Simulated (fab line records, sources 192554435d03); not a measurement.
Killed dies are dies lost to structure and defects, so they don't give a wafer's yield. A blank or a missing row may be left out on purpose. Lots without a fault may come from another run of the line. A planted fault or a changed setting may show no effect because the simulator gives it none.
fab line records | flow n5_finfet
record lots=6 wafers=18 last_day=15
route steps=1938 shown MOL_CONTACT_COAG@559
lots that met no fault: from a run of the same line without faults
start_h: hours from the record's first day to the start of the lot's first wafer shown | wait_h: hours since the lot's step before | " the same as in the row above | L1.1+2: a row that stands for several wafers | - no value, or no start given | * or withheld: withheld | < > ~ a bound
route shown NAME@n: a module of which the file shows steps, and the number in the route of the first | usual: mean/standard deviation of fault-free wafers | same: alike in all rows | chamber/n: place in a boat | sites: the reading at each site | _std_site: their standard deviation | _edge_site: outer sites' mean less inner sites' | radius_mm: how far each site lies from the wafer's centre | mask NAME#n: copy n | behind: the tool/chamber that last shaped the wafer | hold: why the lot was held/for how many hours/how that ended | device: the transistor (n, p or np) that didn't switch | end of line: the same wafers' tests at the end of the route | a step without rows: its recipe alone | killed: dies lost to structure and defects at the first sort, not the wafer's yield | map: a wafer's dies, x killed, . not, _ none there
set.NAME: the setting as run; set.NAME@STEP: as run at that earlier step | model.NAME: the simulator's own value behind a step, which no gauge read
lots at some steps of the route; a table a step, a row a wafer
services: from which hour (start_h, from the record's first day; less than 0 if before it) a tool's chamber was out of use, for how many hours, and why
## steps
# step N5_MOL_CONTACT_COAG_ALD_27
# recipe material=SiOC target_thk_a=170 temp_c=400 ald_precursor_family=carbosiloxane ald_co_reactant=H2-plasma pulse_time_s=1.5 time_s=2720 purge_time_s=2 co_reactant_purge_time_s=2 ald_cycles=340 pressure_torr=2
# usual heater_power_w=875/66 precursor_pulse_height_rel=1.000/0.019
# columns lot.wafer tool chamber start_h wait_h heater_power_w precursor_pulse_height_rel
L332.1 ald_sin-04 0 98.68 0.0 932 0.988
L332.3 " 2 " " 838 0.956
L332.5 " 3 " " 924 0.977
L333.3 ald_sin-03 0 107.76 0.0 916 1.014
L333.5 " 0 " " 935 0.999
L333.6 " 1 " " 906 1.007
L334.3 ald_sin-01 1 115.27 0.0 983 1.014
L334.4 " 2 " " 860 1.007
L334.6 " 1 " " 980 1.013
L335.1 ald_sin-01 2 124.98 0.0 858 0.998
L335.3 " 3 " " 719 0.998
L335.5 " 2 " " 851 0.991
L343.1 ald_sin-04 0 173.49 0.0 956 1.005
L343.4 " 2 " " 871 1.029
L343.5 " 1 " " 843 1.016
L346.2 ald_sin-01 2 187.78 2.4 855 1.009
L346.3 " 1 " " 948 1.007
L346.4 " 3 " " 733 1.038
# step N5_MOL_CONTACT_COAG_CMP_28
# recipe stop_on=SiNx t_overpolish_s=0.85 post_cmp_clean=alkaline_brush down_force_psi=4.15 platen_rpm=51.8 pad_velocity_m_s=1.0307 target_thk_nm=14.522
# usual head_pressure_psi=4.150/0.0095 motor_current_A=12.3/1.3 platen_rpm=51.79/0.032 time_to_endpoint_s=4.6/2
# columns lot.wafer tool chamber start_h wait_h head_pressure_psi motor_current_A platen_rpm time_to_endpoint_s
L332.1 cmp-02 0 100.33 0.9 4.143 13.8 51.78 4.0
L332.3 " 1 " " 4.144 10.3 51.77 5.1
L332.5 " 2 " " 4.147 11.1 51.80 6.2
L333.3 cmp-02 3 109.44 0.9 4.168 11.4 51.83 3.9
L333.6 " 0 " " 4.151 13.1 51.78 6.2
L333.5 " 1 " " 4.151 10.5 51.84 4.6
L334.3 cmp-03 0 116.92 0.9 4.150 13.7 51.82 3.0
L334.4 " 1 " " 4.162 10.8 51.76 5.7
L334.6 " 3 " " 4.155 14.6 51.81 2.9
L335.3 cmp-03 2 126.58 0.8 4.152 12.4 51.72 6.2
L335.1 " 3 " " 4.162 15.0 51.74 3.2
L335.5 " 1 " " 4.148 10.7 51.84 7.0
L343.4 cmp-02 0 175.10 0.8 4.149 13.2 51.82 7.0
L343.1 " 2 " " 4.139 11.2 51.76 7.8
L343.5 " 0 " " 4.143 13.9 51.78 8.5
L346.2 cmp-03 1 189.39 0.8 4.148 11.5 51.78 5.8
L346.4 " 2 " " 4.143 11.8 51.84 3.8
L346.3 " 3 " " 4.135 15.1 51.80 3.9
# step N5_MOL_CONTACT_COAG_THK_MEAS_29
# recipe reads=SiNx_of_GATE_CUT_PECVD_57+SiNx_of_GATE_CUT_SAC_CAP_01
# usual MD_CAP_THK=17.89/0.089
# columns lot.wafer tool chamber start_h wait_h MD_CAP_THK[nm]
L332.1 film_metro-01 - 100.55 - 17.99
L332.3 " - " " 17.92
L332.5 " - " " 17.95
L333.3 film_metro-01 - 109.63 - 17.92
L333.5 " - " " 17.90
L333.6 " - " " 17.86
L334.3 film_metro-01 - 117.14 - 17.93
L334.4 " - " " 18.01
L334.6 " - " " 17.84
L335.1 film_metro-02 - 126.84 - 17.90
L335.3 " - " " 17.98
L335.5 " - " " 17.71
L343.1 film_metro-02 - 175.35 - 17.94
L343.4 " - " " 17.82
L343.5 " - " " 17.90
L346.2 film_metro-01 - 189.64 - 18.01
L346.3 " - " " 17.88
L346.4 " - " " 17.96
# step N5_MOL_CONTACT_COAG_ALD_123
# recipe material=SiNx target_thk_a=50 temp_c=400 ald_precursor_family=SiH2I2 ald_co_reactant=N2/H2-plasma pulse_time_s=1 purge_time_s=2 co_reactant_purge_time_s=2 ald_cycles=100 pressure_torr=2
# usual heater_power_w=873/76 precursor_pulse_height_rel=0.997/0.02
# columns lot.wafer tool chamber start_h wait_h heater_power_w precursor_pulse_height_rel
L332.1 ald_sin-04 1 100.58 0.0 873 0.995
L332.3 " 2 " " 879 0.988
L332.5 " 0 " " 903 1.035
L333.3 ald_sin-04 0 109.87 0.2 948 0.986
L333.5 " 3 " " 922 1.007
L333.6 " 0 " " 921 0.984
L334.3 ald_sin-04 1 117.17 0.0 840 0.950
L334.4 " 2 " " 888 1.038
L334.6 " 1 " " 875 1.006
L335.1 ald_sin-01 3 126.88 0.0 725 0.977
L335.3 " 0 " " 794 0.953
L335.5 " 2 " " 848 0.974
L343.1 ald_sin-01 2 175.39 0.0 871 1.008
L343.4 " 3 " " 712 0.961
L343.5 " 3 " " 722 0.999
L346.2 ald_sin-01 3 190.94 1.3 717 1.013
L346.3 " 2 " " 868 0.985
L346.4 " 0 " " 801 1.019
# step N5_MOL_CONTACT_COAG_PECVD_31
# recipe material=SiO2 target_thk_a=460 temp_c=400 precursor=TEOS/O2 pressure_torr=6.5 rf_w=withheld teos_flow_sccm=withheld gas=O2 flow_sccm=2650 time_s=8.9
# step N5_MOL_CONTACT_COAG_COAT_75
# recipe resist=SOC temp_c=250 time_s=60 spin_rpm=1500 resist_thk_nm=60
# step N5_MOL_CONTACT_COAG_COAT_76
# recipe resist=SiARC temp_c=220 time_s=60 spin_rpm=1500 resist_thk_nm=10
# step N5_MOL_CONTACT_COAG_COAT_77
# recipe resist=underlayer temp_c=205 time_s=60 spin_rpm=1500 resist_thk_nm=10
# step N5_MOL_CONTACT_COAG_COAT_78
# recipe resist=CAR-EUV spin_rpm=1500 resist_thk_nm=40
# step N5_MOL_CONTACT_COAG_EBR_80
# recipe solvent=PGMEA ebr_width_mm=1.5
# step N5_MOL_CONTACT_COAG_SOFTBAKE_79
# recipe temp_c=110 time_s=60 resist=CAR-EUV
# step N5_MOL_CONTACT_COAG_EXPOSE_81
# recipe mask_id=VG na=0.33 source_shape=annular sigma_inner=0.3 sigma_outer=0.7 polarization=unpolarized defocus_nm=0 dose_mj=59.5
# step N5_MOL_CONTACT_COAG_PEB_82
# recipe peb_temp_c=100 peb_time_s=60 resist=CAR-EUV
# usual chill_plate_temp_C=22.98/0.11 exhaust_pa=44.9/0.87 peb_time_s=60/0
# columns lot.wafer tool chamber start_h wait_h chill_plate_temp_C exhaust_pa peb_time_s
L332.1 litho_track-02 0 101.36 0.1 23.04 44.9 60
L332.3 " 0 " " 22.94 45.7 60
L332.5 " 0 " " 23.00 45.9 60
L333.3 litho_track-05 0 110.64 0.1 22.96 45.2 60
L333.5 " 0 " " 22.83 44.8 60
L333.6 " 0 " " 23.06 45.8 60
L334.3 litho_track-02 - 118.07 0.1 - - -
L334.4 " - " " - - -
L334.6 " - " " - - -
L335.1 litho_track-03 - 127.79 0.1 - - -
L335.3 " - " " - - -
L335.5 " - " " - - -
L343.1 litho_track-05 0 176.17 0.1 22.98 45.3 60
L343.4 " 0 " " 23.02 44.2 60
L343.5 " 0 " " 23.11 44.4 60
L346.2 litho_track-05 0 191.84 0.1 22.94 45.5 60
L346.3 " 0 " " 23.05 44.9 60
L346.4 " 0 " " 22.97 45.7 60
# step N5_MOL_CONTACT_COAG_DEVELOP_83
# recipe develop_time_s=30 developer=TMAH resist=CAR-EUV rinse_liquid=surfactant_rinse dry=air_spin dev_temp_c=23
## services
# columns tool chamber start_h hours kind
ald_sin-03 - 85.29 14.0 pm
ald_sin-03 0 85.29 14.0 vent_cycle
ald_sin-03 1 85.29 14.0 vent_cycle
ald_sin-03 2 85.29 14.0 vent_cycle
ald_sin-03 3 85.29 14.0 vent_cycle
cmp-03 - 87.60 6.7 repair
ald_sin-03 0 99.29 - clean
ald_sin-03 - 143.78 28.1 pm
cmp-03 - 158.01 2.5 repair
cmp-02 - 163.29 4.1 repair
cmp-03 - 175.35 4.0 pm
ald_sin-04 - 176.82 14.0 pm
ald_sin-04 0 176.82 14.0 vent_cycle
ald_sin-04 1 176.82 14.0 vent_cycle
ald_sin-04 2 176.82 14.0 vent_cycle
ald_sin-04 3 176.82 14.0 vent_cycle
cmp-03 - 179.35 - consumable_replace:conditioner
cmp-03 - 179.35 - consumable_replace:pad
ald_sin-01 - 186.80 0.8 pm
ald_sin-03 - 187.19 2.6 repair
ald_sin-04 0 190.82 - clean
ald_sin-04 1 190.82 - clean
ald_sin-04 2 190.82 - clean
ald_sin-04 3 190.82 - clean
## key
first_sign step=N5_MOL_CONTACT_COAG_PEB_82 reading=tool_record direction=missing
effect none on later readings
met_at N5_MOL_CONTACT_COAG_PEB_82
struck_wafers L334.3,L334.4,L334.6,L335.1,L335.3,L335.5
later_rows_left_out L334.3,L334.4,L334.6,L335.1,L335.3,L335.5
sort_left_out L334.3,L334.4,L334.6,L335.1,L335.3,L335.5
onset_between 101.36 118.07
fault kind=skipped_step_whole tool=litho_track-02,litho_track-03 chamber=- onset_h=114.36 steps=N5_MOL_CONTACT_COAG_PEB_82 scope=struck_lots_only
# sort_left_out: the simulated sort isn't trusted on such a fault, so these wafers' sort isn't shown, and their yield isn't known
# later_rows_left_out: the simulator's readings of these wafers behind a module that went badly wrong aren't trusted and aren't shown, but for the sort
